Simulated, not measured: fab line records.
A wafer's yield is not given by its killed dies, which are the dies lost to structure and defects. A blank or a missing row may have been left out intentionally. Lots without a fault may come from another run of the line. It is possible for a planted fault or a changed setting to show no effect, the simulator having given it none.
Struck lot and sound lot, side by side    flow nandHarc    14 out of 1159 route steps
Sound: these wafers, L606.1, L606.2, L606.6. Struck: wafer L615.6 (L615.4, L615.5, from the same lot, were not struck and are left out); the cause is given at the end.
Order at every step that has rows: each side's tool, ch and its chambers, its first start. Under that, the readings that differ: sound wafers    struck wafers    difference of the means    sigmas: that difference in standard deviations of wafers without a fault.
alike: readings whose means differ by less than 2 such deviations, and words and numbers that are the same on both sides. not compared: withheld readings, readings that some wafer has no value for, bounds like >300 that may hide the same value, and numbers for which the record gives no deviation and whose values overlap.
Wherever a step has rows on one side only, a row that says differs or no value, or a row with sigmas, the two part there. Numbers that have no deviation but don't overlap get no sigmas and don't part them. Lack of a reading on every wafer of one side parts them only where that side has two or more wafers.

first, 7 steps without rows for these wafers: NHARC_P_M1_COAT_34 (time 65 s); NHARC_P_M1_COAT_03 (resist thk 90 nm); NHARC_P_M1_SOFTBAKE_04 (time 55 s); NHARC_P_M1_EBR_05; NHARC_P_M1_EXPOSE_06 (exposes mask P M1, target cd 130 nm); NHARC_P_M1_PEB_07 (peb time 65 s); NHARC_P_M1_DEVELOP_08 (develop time 35 s).
NHARC_P_M1_CD_MEAS_09: target cd 130 nm.
  sound on cdSem-01 ch 0, day 7 04:37; struck on cdSem-03 ch 0, day 10 06:35
  alike: cdNm
NHARC_P_M1_OVL_MEAS_10: pitch 260 nm.
  sound on overlay-01 at day 7 04:42; struck on overlay-02 at day 10 06:40
  alike: overlayXNm, overlayYNm
NHARC_P_M1_INSPECT_11:
  sound on defectInspect-01 at day 7 04:44; struck on defectInspect-02 at day 10 06:43
  alike: rawDefectCount
NHARC_P_M1_DESCUM_14: chemistry O2, time 3 s.
  sound on rieDiel-09 ch 2,3, day 7 04:48; struck on rieDiel-09 ch 1, day 10 06:47
  alike: drypumpMotorCurrentA, oesProductAu, rfVppV, showerheadPlenumPTorr, throttleValvePct
  not compared: rfHoursCounterH
NHARC_P_M1_ETCH_35: etches the open film in N2/H2, target depth 40 nm, overetch 12 nm, time 43.94 s.
  sound on rieDiel-09 ch 1,3, day 7 04:53; struck on rieDiel-09 ch 0, day 10 06:52
  alike: drypumpMotorCurrentA, h2FlowSccm, oesProductAu, rfVppV, runLengthS, showerheadPlenumPTorr, throttleValvePct
  not compared: rfHoursCounterH
NHARC_P_M1_ETCH_15: etches the open film in C4F8/Ar, target depth 182.5 nm, time 91.2 s.
  sound on rieDiel-09 ch 0,3, day 7 04:59; struck on rieDiel-09 ch 1, day 10 06:57
reading         sound              struck  difference  sigmas
runLengthS (s)  112.8 113.1 112.9  103.0   -9.9        -21
  alike: oesProductAu, rfVppV
  not compared: rfHoursCounterH
NHARC_P_M1_CD_MEAS_16:
  sound on cdSem-02 at day 7 05:06; struck on cdSem-01 at day 10 07:05
  alike: cdNm

== WHERE THEY PART ==
Only at NHARC_P_M1_ETCH_15, within this record. Later steps at which nothing parts them and some readings are alike: NHARC_P_M1_CD_MEAS_16.

WHY: what the simulator had put in
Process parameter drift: rieDiel-09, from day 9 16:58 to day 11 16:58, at NHARC_P_M1_ETCH_15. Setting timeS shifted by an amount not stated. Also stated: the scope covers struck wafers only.
